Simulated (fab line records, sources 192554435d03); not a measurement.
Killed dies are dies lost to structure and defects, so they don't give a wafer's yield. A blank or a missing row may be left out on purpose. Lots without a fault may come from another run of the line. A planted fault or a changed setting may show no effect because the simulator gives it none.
fab line records | flow n5_finfet
record lots=5 wafers=15 last_day=16
route steps=1938 shown BEOL_M4@1099 BEOL_M5@1112 BEOL_M7@1326 PASSIVATION@1936
lots that met no fault: from a run of the same line without faults
start_h: hours from the record's first day to the start of the lot's first wafer shown | wait_h: hours since the lot's step before | " the same as in the row above | L1.1+2: a row that stands for several wafers | - no value, or no start given | * or withheld: withheld | < > ~ a bound
route shown NAME@n: a module of which the file shows steps, and the number in the route of the first | usual: mean/standard deviation of fault-free wafers | same: alike in all rows | chamber/n: place in a boat | sites: the reading at each site | _std_site: their standard deviation | _edge_site: outer sites' mean less inner sites' | radius_mm: how far each site lies from the wafer's centre | mask NAME#n: copy n | behind: the tool/chamber that last shaped the wafer | hold: why the lot was held/for how many hours/how that ended | device: the transistor (n, p or np) that didn't switch | end of line: the same wafers' tests at the end of the route | a step without rows: its recipe alone | killed: dies lost to structure and defects at the first sort, not the wafer's yield | map: a wafer's dies, x killed, . not, _ none there
set.NAME: the setting as run; set.NAME@STEP: as run at that earlier step | model.NAME: the simulator's own value behind a step, which no gauge read
lots at some steps of the route; a table a step, a row a wafer
services: from which hour (start_h, from the record's first day; less than 0 if before it) a tool's chamber was out of use, for how many hours, and why
## steps
# step N5_BEOL_M4_ANNEAL_95
# recipe temp_c=400 time_s=240 ambient=vacuum
# step N5_BEOL_M4_SPUTTER_96
# recipe material=Cu target_thk_a=45 temp_c=-20 chamber_pressure_pa=0.07 power_w=withheld time_s=8.29
# step N5_BEOL_M4_ECD_50
# recipe material=Cu target_thk_a=3000
# step N5_BEOL_M4_ANNEAL_51
# recipe temp_c=225 time_s=90 ambient=N2
# step N5_BEOL_M4_CMP_52
# recipe stop_on=SiOC t_overpolish_s=6.8 down_force_psi=1 platen_rpm=50 clearing_platen_down_force_psi=1.5 clearing_platen_rpm=50 post_cmp_clean=cu_alkaline target_thk_nm=40 clearing_platen_pad_velocity_m_s=0.99484 pad_velocity_m_s=0.99484
# step N5_BEOL_M4_PRE_CLEAN_60
# recipe gas=NH3/H2 time_s=15 temp_c=* rf_power_w=300
# step N5_BEOL_M4_CO_CAP_55
# recipe material=Co target_thk_a=20 temp_c=200 precursor=CCTBA/H2 pressure_torr=30 time_s=102.1
# step N5_BEOL_M4_PRE_CLEAN_56
# recipe gas=NH3 time_s=15 temp_c=withheld rf_power_w=300
# step N5_BEOL_M4_DEP_57
# recipe material=SiCN target_thk_a=80 temp_c=withheld precursor=3MS/NH3 pressure_torr=3 rf_w=202 time_s=14
# step N5_BEOL_M4_RC_MEAS_101
# usual DIBL_N=35.0/2.4 DIBL_P=35.4/2.8 IOFF_N=0.14/0.045 IOFF_P=0.20/0.048 ION_N=667/19 ION_P=460/11 SS_N=71.2/0.71 SS_P=73.1/0.86 VT_N=252/4.6 VT_P=-251/3.4
# columns lot.wafer tool chamber start_h wait_h DIBL_N[mV/V] DIBL_P[mV/V] IOFF_N[nA/um] IOFF_P[nA/um] ION_N[uA/um] ION_P[uA/um] SS_N[mV/dec] SS_P[mV/dec] VT_N[mV] VT_P[mV]
L356.3 prober-02 0 205.10 0.3 34.6 34.4 0.12 0.19 652 454 71.0 73.6 252 -253
L356.4 " 0 " " 35.3 36.1 0.14 0.22 691 471 70.2 73.4 253 -248
L356.5 " 0 " " 32.2 31.4 0.10 0.16 645 445 70.4 72.8 263 -253
L357.2 prober-02 0 222.28 0.2 34.8 34.8 0.12 0.18 645 443 71.6 73.2 253 -252
L357.3 " 0 " " 30.9 31.4 0.09 0.14 647 458 70.6 71.2 258 -252
L357.5 " 0 " " 34.4 35.5 0.13 0.18 666 461 70.8 72.9 252 -251
L359.1 prober-02 0 226.65 0.0 35.0 35.9 0.15 0.19 689 467 71.7 73.7 248 -250
L359.2 " 0 " " 31.7 30.9 0.09 0.13 628 438 71.0 71.4 260 -259
L359.3 " 0 " " 34.4 33.3 0.12 0.16 652 448 71.1 72.8 253 -250
L360.2 prober-01 0 230.07 0.2 35.0 33.1 0.12 0.18 645 443 71.0 72.9 252 -253
L360.3 " 0 " " 35.2 35.2 0.15 0.21 684 470 70.9 73.1 247 -249
L360.6 " 0 " " 36.7 35.4 0.16 0.21 671 458 71.8 74.1 250 -252
L368.4 prober-02 0 277.36 0.7 36.1 35.2 0.14 0.20 691 477 71.3 73.9 252 -252
L368.5 " 0 " " 33.7 31.2 0.11 0.14 681 466 70.3 72.2 254 -256
L368.6 " 0 " " 39.1 37.8 0.21 0.24 666 456 72.0 74.4 246 -250
# step N5_BEOL_M5_ILD_DEP_00
# recipe material=SiCOH_lowk target_thk_a=1406.4 temp_c=300 precursor=DEMS/porogen pressure_torr=5 rf_w=500 time_s=25.9
# step N5_BEOL_M5_CURE_79
# recipe temp_c=385 time_s=240 ambient=He/Ar material=SiCOH_lowk
# step N5_BEOL_M5_PECVD_70
# recipe material=SiO2 target_thk_a=160 temp_c=400 precursor=TEOS/O2 pressure_torr=5.5 rf_w=450 teos_flow_sccm=53.8 gas=O2 flow_sccm=3000 time_s=18
# step N5_BEOL_M5_HM_DEP_02
# recipe material=TiN target_thk_a=200 temp_c=25 chamber_pressure_pa=0.49996
# step N5_BEOL_M5_COAT_59
# recipe resist=SOC temp_c=250 time_s=60 spin_rpm=1500 resist_thk_nm=60
# step N5_BEOL_M5_COAT_60
# recipe resist=SiARC temp_c=220 time_s=60 spin_rpm=1500 resist_thk_nm=12
# step N5_BEOL_M5_COAT_71
# recipe resist=underlayer temp_c=205 time_s=60 spin_rpm=1500 resist_thk_nm=5
# step N5_BEOL_M5_COAT_05
# recipe resist=CAR-EUV spin_rpm=1500 resist_thk_nm=30
# step N5_BEOL_M5_EBR_07
# recipe solvent=PGMEA ebr_width_mm=1.5
# step N5_BEOL_M5_SOFTBAKE_06
# recipe temp_c=110 time_s=60 resist=CAR-EUV
# step N5_BEOL_M5_EXPOSE_08
# recipe mask_id=M5 na=0.33 source_shape=annular sigma_inner=0.4 sigma_outer=0.8 polarization=unpolarized target_cd_nm=28 dose_mj=35.75
# step N5_BEOL_M5_PEB_09
# recipe peb_temp_c=100 peb_time_s=60 resist=CAR-EUV
# step N5_BEOL_M5_DEVELOP_10
# recipe develop_time_s=30 developer=TMAH resist=CAR-EUV rinse_liquid=surfactant_rinse dry=air_spin dev_temp_c=23
# step N5_BEOL_M5_DESCUM_16
# recipe chemistry=O2 time_s=7 source_power_w=50 bias_power_w=20 pressure_mtorr=20 rf_frequency_hz=2.712e+07 temp_c=40 resist=CAR-EUV o2_flow_sccm=225
# step N5_BEOL_M5_ETCH_72
# recipe chemistry=N2/H2 target=underlayer target_depth_a=65 mask_material=CAR-EUV time_s=5.2 ion_energy_ev=200 pressure_mtorr=30 source_w=840 bias_w=150 n2_flow_sccm=200 h2_flow_sccm=200 ends=cleared
# step N5_BEOL_M5_ETCH_61
# recipe chemistry=CF4 target=SiARC target_depth_a=156 mask_material=CAR-EUV time_s=26 ion_energy_ev=80 pressure_mtorr=40 source_w=545 bias_w=36 Ar_flow_sccm=100 cf4_flow_sccm=100 ends=cleared
# step N5_BEOL_M5_ETCH_62
# recipe chemistry=N2/H2 target=SOC target_depth_a=750 overetch_a=150 mask_material=SiARC temp_c=40 time_s=112.5 ion_energy_ev=200 pressure_mtorr=30 source_w=840 bias_w=150 n2_flow_sccm=200 h2_flow_sccm=200
# step N5_BEOL_M5_STRIP_63
# recipe chemistry=N2/H2 temp_c=40 n2_flow_sccm=200 h2_flow_sccm=200 rf_frequency_hz=6e+07
# step N5_BEOL_M5_STRIP_73
# recipe chemistry=N2/H2 temp_c=40 n2_flow_sccm=200 h2_flow_sccm=200 rf_frequency_hz=6e+07
# step N5_BEOL_M5_STRIP_64
# recipe chemistry=CF4 resist=SiARC power_w=300 bias_power_w=75 pressure_mtorr=50 cf4_flow_sccm=150 rf_frequency_hz=6e+07
# step N5_BEOL_M5_HM_OPEN_17
# recipe chemistry=Cl2/BCl3 target_depth_a=200 overetch_a=60 target=TiN mask_material=SOC ion_energy_ev=150 pressure_mtorr=10 icp_w=1000 bias_w=126 Cl2_flow_sccm=53.25 bcl3_flow_sccm=21.75 Ar_flow_sccm=25
# step N5_BEOL_M5_STRIP_19
# recipe chemistry=O2 power_w=400 temp_c=40 pressure_mtorr=30 rf_frequency_hz=6e+07 bias_power_w=0 overash_fraction=0.2 o2_flow_sccm=225
# step N5_BEOL_M5_COAT_65
# recipe resist=SOC temp_c=250 time_s=60 spin_rpm=1500 resist_thk_nm=60
# step N5_BEOL_M5_COAT_66
# recipe resist=SiARC temp_c=220 time_s=60 spin_rpm=1500 resist_thk_nm=12
# step N5_BEOL_M7_CMP_52
# recipe stop_on=SiCOH_lowk t_overpolish_s=6.9 down_force_psi=1 platen_rpm=50 clearing_platen_down_force_psi=1.5 clearing_platen_rpm=50 post_cmp_clean=cu_alkaline target_thk_nm=80 clearing_platen_pad_velocity_m_s=0.99484 pad_velocity_m_s=0.99484
# usual barrier_field_endpoint_s=28.7/0.97 clearing_platen_down_force_psi=1.500/0.0031 motor_current_A=5.8/0.63 overpolish_run_s=6.900/0.0093 t_overpolish_s=6.9/0 time_to_endpoint_s=62/4.2
# columns lot.wafer tool chamber start_h wait_h barrier_field_endpoint_s clearing_platen_down_force_psi motor_current_A overpolish_run_s t_overpolish_s time_to_endpoint_s model.Cu_of_BEOL_M7_ECD_50.thk_nm model.SiO2_of_BEOL_M7_PECVD_70.thk_nm
L356.3 cmp-03 1 233.35 0.3 27.4 1.497 5.9 6.902 6.9 58 74.8 0
L356.4 " 3 " " 26.9 1.502 6.3 6.898 6.9 52 74.8 0
L356.5 " 0 " " 26.5 1.499 6.5 6.903 6.9 56 77 0
L357.2 cmp-03 0 248.46 0.3 - - - - - - 306 19.4
L357.3 " 2 " " - - - - - - 303 19.8
L357.5 " 3 " " - - - - - - 302.6 20
L359.3 cmp-01 2 250.36 0.2 - - - - - - 298.4 19.2
L359.2 " 3 " " - - - - - - 294 19.8
L359.1 " 1 " " - - - - - - 301.6 19.8
L360.3 cmp-01 3 257.81 0.2 - - - - - - 299.4 19.2
L360.2 " 0 " " - - - - - - 302.6 19.4
L360.6 " 2 " " - - - - - - 298.8 19.8
L368.4 cmp-04 1 308.06 0.2 31.2 1.502 5.2 6.897 6.9 70 81.4 0
L368.6 " 2 " " 30.0 1.500 5.2 6.895 6.9 63 78.8 0
L368.5 " 3 " " 29.2 1.503 6.0 6.900 6.9 60 79.8 0
# step N5_BEOL_M7_THK_MEAS_53
# recipe thk_meas_gauge=xrf reads=Cu_of_BEOL_M7_ECD_50
# usual M7_THK=77.1/2.2
# columns lot.wafer tool chamber start_h wait_h M7_THK[nm]
L356.3 film_metro-01 - 233.60 - 74.3
L356.4 " - " " 74.7
L356.5 " - " " 77.0
L357.2 film_metro-01 - 248.72 0.2 304.9
L357.3 " - " " 302.7
L357.5 " - " " 301.9
L359.1 film_metro-01 - 250.65 0.1 301.7
L359.2 " - " " 294.5
L359.3 " - " " 298.8
L360.2 film_metro-01 - 258.07 0.2 304.5
L360.3 " - " " 301.8
L360.6 " - " " 300.3
L368.4 film_metro-01 - 308.24 - 80.6
L368.5 " - " " 79.4
L368.6 " - " " 78.4
# step N5_BEOL_M7_RS_MEAS_57
# recipe thk_meas_gauge=four-point-probe reads=Cu_of_BEOL_M7_ECD_50+Co_of_BEOL_M7_CVD_78+TaN_of_BEOL_M7_ALD_77
# usual M7_RS=0.299/0.01
# columns lot.wafer tool chamber start_h wait_h M7_RS[ohm/sq]
L356.3 film_metro-02 - 233.73 0.1 0.309
L356.4 " - " " 0.310
L356.5 " - " " 0.299
L357.2 film_metro-01 - 248.88 0.1 0.063
L357.3 " - " " 0.064
L357.5 " - " " 0.064
L359.1 film_metro-01 - 250.79 0.1 0.064
L359.2 " - " " 0.066
L359.3 " - " " 0.065
L360.2 film_metro-01 - 258.20 0.1 0.064
L360.3 " - " " 0.065
L360.6 " - " " 0.065
L368.4 film_metro-02 - 308.37 0.0 0.280
L368.5 " - " " 0.286
L368.6 " - " " 0.291
# step N5_BEOL_M7_INSPECT_58
# recipe inspect_instrument=darkfield mode=post_dep
# usual raw_defect_count=71/23
# columns lot.wafer tool chamber start_h wait_h raw_defect_count
L356.3 defect_inspect-01 - 233.76 0.0 57
L356.4 " - " " 59
L356.5 " - " " 46
L357.2 defect_inspect-02 - 248.91 0.0 1498
L357.3 " - " " 1303
L357.5 " - " " 1272
L359.1 defect_inspect-02 - 250.81 0.0 1226
L359.2 " - " " 1277
L359.3 " - " " 1284
L360.2 defect_inspect-02 - 258.22 0.0 1253
L360.3 " - " " 1290
L360.6 " - " " 1350
L368.4 defect_inspect-02 - 308.40 0.0 96
L368.5 " - " " 90
L368.6 " - " " 71
# step N5_PASSIVATION_PROBE_49
# usual defect_limited_yield=91.7/1.4 killed_at_M0_to_M3=32/9.7 killed_at_M4_up=14/5.5 killed_at_contacts=13/6.1 killed_at_front_end=35/10 killed_at_other=4.2/2.9 killed_dies=98/17 killed_on_rim=13/4.2 killed_open=63/12 killed_short=32/7.7 sort_bin_5_function=4.8/0.9 sort_bin_6_memory=3.1/0.63 sort_n_pass=1073/41 sort_yield_pct=91/3.5
# same gross_dies=1180 killed_at_back_side=0 sort_bin_4_leakage[%]=0 sort_bin_8_speed[%]=0
# columns lot.wafer tool chamber start_h wait_h defect_limited_yield[%] killed_at_M0_to_M3 killed_at_M4_up killed_at_contacts killed_at_front_end killed_at_other killed_dies killed_on_rim killed_open killed_short sort_bin_5_function[%] sort_bin_6_memory[%] sort_n_pass sort_yield_pct[%]
L359.1 prober-02 - 319.71 0.0 0 61 1087 5 26 1 1180 152 78 28 4.8 4.0 0 0
L359.2 prober-02 - 319.76 0.1 0 38 1094 5 43 0 1180 152 66 25 4.7 3.1 0 0
L359.3 prober-02 - 319.81 0.1 0 36 1100 12 29 3 1180 152 53 33 4.2 2.6 0 0
L357.2 prober-02 - 324.16 0.1 0 25 1087 31 29 8 1180 152 62 43 5.5 3.1 0 0
L357.3 prober-02 - 324.21 0.1 0 21 1115 16 26 2 1180 152 57 21 4.3 2.1 0 0
L357.5 prober-02 - 324.31 0.2 0 20 1118 16 25 1 1180 152 45 25 3.3 2.5 0 0
L360.2 prober-02 - 331.91 0.1 0 22 1117 18 16 7 1180 152 49 27 3.2 3.1 0 0
L360.3 prober-02 - 331.96 0.1 0 56 1081 9 33 1 1180 152 85 28 5.7 3.7 0 0
L360.6 prober-02 - 332.11 0.3 0 32 1101 17 24 6 1180 152 61 24 4.6 2.6 0 0
L368.4 prober-02 - 383.18 0.2 95.2 21 10 7 18 1 57 4 38 16 3.1 1.4 1123 95
L368.5 prober-02 - 383.23 0.2 91.7 29 11 4 49 5 98 15 55 42 5.2 2.6 1082 92
L368.6 prober-02 - 383.28 0.3 91.9 23 11 24 35 3 96 9 60 36 4.8 3.1 1084 92
# killed by level:class
L359.1 BEOL_M7:area_cmp=1073 BEOL_M3:geometric_particle:open=21 BEOL_M1:geometric_particle:open=14 BEOL_M4:geometric_particle:open=10 STI_FIN_REVEAL:geometric_particle:open=9 BEOL_M1:geometric_particle:short=6 BEOL_M2:geometric_particle:open=6 MOL_CONTACT_COAG:geometric_particle:open=5
L359.2 BEOL_M7:area_cmp=1086 STI_FIN_REVEAL:geometric_particle:open=20 BEOL_M1:geometric_particle:open=8 BEOL_M3:geometric_particle:open=8 DUMMY_GATE:geometric_particle:open=5 BEOL_M0_SAQP:geometric_particle:short=5 BEOL_M0:geometric_particle:open=5 BEOL_M2:geometric_particle:open=4
L359.3 BEOL_M7:area_cmp=1093 MOL_CONTACT_COAG:geometric_particle:open=8 BEOL_M0_SAQP:geometric_particle:short=6 BEOL_M1:geometric_particle:open=6 BEOL_M2:geometric_particle:open=6 BEOL_M3:geometric_particle:short=6 DUMMY_GATE:geometric_particle:open=5 GATE_CUT:geometric_particle:open=5
L357.2 BEOL_M7:area_cmp=1074 MOL_CONTACT_COAG:geometric_particle:open=25 FIN_SAQP:geometric_particle:short=11 BEOL_M0_SAQP:geometric_particle:short=8 GATE_CUT:geometric_particle:open=6 MOL_CONTACT_COAG:geometric_particle:short=6 BEOL_M2:geometric_particle:open=6 GATE_CUT:geometric_particle:short=5
L357.3 BEOL_M7:area_cmp=1102 MOL_CONTACT_COAG:geometric_particle:open=13 FIN_SAQP:geometric_particle:open=8 BEOL_M2:geometric_particle:open=7 BEOL_M4:geometric_particle:open=6 STI_FIN_REVEAL:geometric_particle:open=5 FIN_SAQP:geometric_particle:short=4 BEOL_M0_SAQP:geometric_particle:open=4
L357.5 BEOL_M7:area_cmp=1108 MOL_CONTACT_COAG:geometric_particle:open=15 BEOL_M2:geometric_particle:open=8 GATE_CUT:geometric_particle:short=7 STI_FIN_REVEAL:geometric_particle:open=6 BEOL_M0_SAQP:geometric_particle:short=5 BEOL_M5:geometric_particle:open=5 FIN_SAQP:geometric_particle:short=4
L360.2 BEOL_M7:area_cmp=1103 MOL_CONTACT_COAG:geometric_particle:open=12 MOL_CONTACT_COAG:geometric_particle:short=6 BEOL_M2:geometric_particle:open=6 BEOL_M3:geometric_particle:open=5 BEOL_M6:geometric_particle:open=5 MIM_TOP_ETCH:geometric_particle:short=5 FIN_SAQP:geometric_particle:open=3
L360.3 BEOL_M7:area_cmp=1067 BEOL_M1:geometric_particle:open=11 BEOL_M2:geometric_particle:open=11 STI_FIN_REVEAL:geometric_particle:open=10 BEOL_M0_SAQP:geometric_particle:open=10 BEOL_M0_SAQP:geometric_particle:short=9 BEOL_M3:geometric_particle:open=9 MOL_CONTACT_COAG:geometric_particle:open=7
L360.6 BEOL_M7:area_cmp=1093 MOL_CONTACT_COAG:geometric_particle:open=14 BEOL_M2:geometric_particle:open=13 BEOL_M3:geometric_particle:open=8 STI_FIN_REVEAL:geometric_particle:open=5 FIN_SAQP:geometric_particle:open=4 BEOL_M0_SAQP:geometric_particle:short=4 STARTING-WAFER:geometric_particle:short=4
L368.4 BEOL_M0_SAQP:geometric_particle:open=6 FIN_SAQP:geometric_particle:open=5 MOL_CONTACT_COAG:geometric_particle:open=5 BEOL_M0_SAQP:geometric_particle:short=4 BEOL_M3:geometric_particle:open=4 BEOL_M4:geometric_particle:open=4 FIN_SAQP:geometric_particle:short=3 BEOL_M0:geometric_particle:open=3
L368.5 BEOL_M0_SAQP:geometric_particle:short=11 BEOL_M0_SAQP:geometric_particle:open=10 FIN_SAQP:geometric_particle:short=9 FIN_SAQP:geometric_particle:open=8 STI_FIN_REVEAL:geometric_particle:open=8 STARTING-WAFER:geometric_particle:short=5 DUMMY_GATE:geometric_particle:open=4 STI_FIN_REVEAL:geometric_particle:short=4
L368.6 MOL_CONTACT_COAG:geometric_particle:open=17 BEOL_M0_SAQP:geometric_particle:short=10 FIN_SAQP:geometric_particle:open=8 FIN_SAQP:geometric_particle:short=7 MOL_CONTACT_COAG:geometric_particle:short=7 BEOL_M0_SAQP:geometric_particle:open=5 BEOL_M4:geometric_particle:open=5 STI_FIN_REVEAL:geometric_particle:open=4
# map L357.2 (x killed, . not)
_________________xxxxxxxxxxxx________________
______________xxxxxxxxxxxxxxxxxx_____________
___________xxxxxxxxxxxxxxxxxxxxxxxx__________
__________xxxxxxxxxxxxxxxxxxxxxxxxxx_________
________xxxxxxxxxxxxxxxxxxxxxxxxxxxxxx_______
_______xxxxxxxxxxxxxxxxxxxxxxxxxxxxxxxx______
______xxxxxxxxxxxxxxxxxxxxxxxxxxxxxxxxxx_____
_____xxxxxxxxxxxxxxxxxxxxxxxxxxxxxxxxxxxx____
____xxxxxxxxxxxxxxxxxxxxxxxxxxxxxxxxxxxxxx___
___xxxxxxxxxxxxxxxxxxxxxxxxxxxxxxxxxxxxxxxx__
___xxxxxxxxxxxxxxxxxxxxxxxxxxxxxxxxxxxxxxxx__
__xxxxxxxxxxxxxxxxxxxxxxxxxxxxxxxxxxxxxxxxxx_
__xxxxxxxxxxxxxxxxxxxxxxxxxxxxxxxxxxxxxxxxxx_
_xxxxxxxxxxxxxxxxxxxxxxxxxxxxxxxxxxxxxxxxxxxx
_xxxxxxxxxxxxxxxxxxxxxxxxxxxxxxxxxxxxxxxxxxxx
_xxxxxxxxxxxxxxxxxxxxxxxxxxxxxxxxxxxxxxxxxxxx
_xxxxxxxxxxxxxxxxxxxxxxxxxxxxxxxxxxxxxxxxxxxx
_xxxxxxxxxxxxxxxxxxxxxxxxxxxxxxxxxxxxxxxxxxxx
_xxxxxxxxxxxxxxxxxxxxxxxxxxxxxxxxxxxxxxxxxxxx
_xxxxxxxxxxxxxxxxxxxxxxxxxxxxxxxxxxxxxxxxxxxx
_xxxxxxxxxxxxxxxxxxxxxxxxxxxxxxxxxxxxxxxxxxxx
__xxxxxxxxxxxxxxxxxxxxxxxxxxxxxxxxxxxxxxxxxx_
__xxxxxxxxxxxxxxxxxxxxxxxxxxxxxxxxxxxxxxxxxx_
___xxxxxxxxxxxxxxxxxxxxxxxxxxxxxxxxxxxxxxxx__
___xxxxxxxxxxxxxxxxxxxxxxxxxxxxxxxxxxxxxxxx__
____xxxxxxxxxxxxxxxxxxxxxxxxxxxxxxxxxxxxxx___
_____xxxxxxxxxxxxxxxxxxxxxxxxxxxxxxxxxxxx____
______xxxxxxxxxxxxxxxxxxxxxxxxxxxxxxxxxx_____
_______xxxxxxxxxxxxxxxxxxxxxxxxxxxxxxxx______
________xxxxxxxxxxxxxxxxxxxxxxxxxxxxxx_______
__________xxxxxxxxxxxxxxxxxxxxxxxxxx_________
___________xxxxxxxxxxxxxxxxxxxxxxxx__________
______________xxxxxxxxxxxxxxxxxx_____________
_________________xxxxxxxxxxxx________________
# map L359.1 (x killed, . not)
_________________xxxxxxxxxxxx________________
______________xxxxxxxxxxxxxxxxxx_____________
___________xxxxxxxxxxxxxxxxxxxxxxxx__________
__________xxxxxxxxxxxxxxxxxxxxxxxxxx_________
________xxxxxxxxxxxxxxxxxxxxxxxxxxxxxx_______
_______xxxxxxxxxxxxxxxxxxxxxxxxxxxxxxxx______
______xxxxxxxxxxxxxxxxxxxxxxxxxxxxxxxxxx_____
_____xxxxxxxxxxxxxxxxxxxxxxxxxxxxxxxxxxxx____
____xxxxxxxxxxxxxxxxxxxxxxxxxxxxxxxxxxxxxx___
___xxxxxxxxxxxxxxxxxxxxxxxxxxxxxxxxxxxxxxxx__
___xxxxxxxxxxxxxxxxxxxxxxxxxxxxxxxxxxxxxxxx__
__xxxxxxxxxxxxxxxxxxxxxxxxxxxxxxxxxxxxxxxxxx_
__xxxxxxxxxxxxxxxxxxxxxxxxxxxxxxxxxxxxxxxxxx_
_xxxxxxxxxxxxxxxxxxxxxxxxxxxxxxxxxxxxxxxxxxxx
_xxxxxxxxxxxxxxxxxxxxxxxxxxxxxxxxxxxxxxxxxxxx
_xxxxxxxxxxxxxxxxxxxxxxxxxxxxxxxxxxxxxxxxxxxx
_xxxxxxxxxxxxxxxxxxxxxxxxxxxxxxxxxxxxxxxxxxxx
_xxxxxxxxxxxxxxxxxxxxxxxxxxxxxxxxxxxxxxxxxxxx
_xxxxxxxxxxxxxxxxxxxxxxxxxxxxxxxxxxxxxxxxxxxx
_xxxxxxxxxxxxxxxxxxxxxxxxxxxxxxxxxxxxxxxxxxxx
_xxxxxxxxxxxxxxxxxxxxxxxxxxxxxxxxxxxxxxxxxxxx
__xxxxxxxxxxxxxxxxxxxxxxxxxxxxxxxxxxxxxxxxxx_
__xxxxxxxxxxxxxxxxxxxxxxxxxxxxxxxxxxxxxxxxxx_
___xxxxxxxxxxxxxxxxxxxxxxxxxxxxxxxxxxxxxxxx__
___xxxxxxxxxxxxxxxxxxxxxxxxxxxxxxxxxxxxxxxx__
____xxxxxxxxxxxxxxxxxxxxxxxxxxxxxxxxxxxxxx___
_____xxxxxxxxxxxxxxxxxxxxxxxxxxxxxxxxxxxx____
______xxxxxxxxxxxxxxxxxxxxxxxxxxxxxxxxxx_____
_______xxxxxxxxxxxxxxxxxxxxxxxxxxxxxxxx______
________xxxxxxxxxxxxxxxxxxxxxxxxxxxxxx_______
__________xxxxxxxxxxxxxxxxxxxxxxxxxx_________
___________xxxxxxxxxxxxxxxxxxxxxxxx__________
______________xxxxxxxxxxxxxxxxxx_____________
_________________xxxxxxxxxxxx________________
## services
# columns tool chamber start_h hours kind
cmp-01 - 213.75 1.4 repair
cmp-03 - 221.06 12.2 pm
cmp-01 - 237.81 2.7 repair
cmp-04 - 238.15 41.2 repair
cmp-03 - 243.64 0.5 repair
cmp-01 - 270.15 5.2 pm
cmp-01 - 302.36 1.8 repair
## key
first_sign step=N5_BEOL_M7_CMP_52 reading=tool_record direction=missing
effect step=N5_BEOL_M7_THK_MEAS_53 reading=M7_THK direction=up sigmas=99+ usual=77.1 struck=301.2
effect step=N5_BEOL_M7_RS_MEAS_57 reading=M7_RS direction=down sigmas=23 usual=0.299 struck=0.065
effect step=N5_BEOL_M7_INSPECT_58 reading=raw_defect_count direction=up sigmas=53 usual=71 struck=1306
effect step=N5_PASSIVATION_PROBE_49 reading=killed_at_M4_up direction=up sigmas=99+ usual=14 struck=1100
model_effect step=N5_BEOL_M7_CMP_52 value=Cu_of_BEOL_M7_ECD_50.thk_nm without=75.8 struck=300.7
more_kills_born_at N5_BEOL_M7_CMP_52@cmp-01=6515 N5_BEOL_M7_CMP_52@cmp-03=3284
met_at N5_BEOL_M7_CMP_52
struck_wafers L357.2,L357.3,L357.5,L359.1,L359.2,L359.3,L360.2,L360.3,L360.6
later_rows_left_out L357.2,L357.3,L357.5,L359.1,L359.2,L359.3,L360.2,L360.3,L360.6
onset_between 233.35 248.46
fault kind=skipped_step_whole tool=cmp-01,cmp-03 chamber=- onset_h=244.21 steps=N5_BEOL_M7_CMP_52 scope=struck_lots_only
# later_rows_left_out: the simulator's readings of these wafers behind a module that went badly wrong aren't trusted and aren't shown, but for the sort
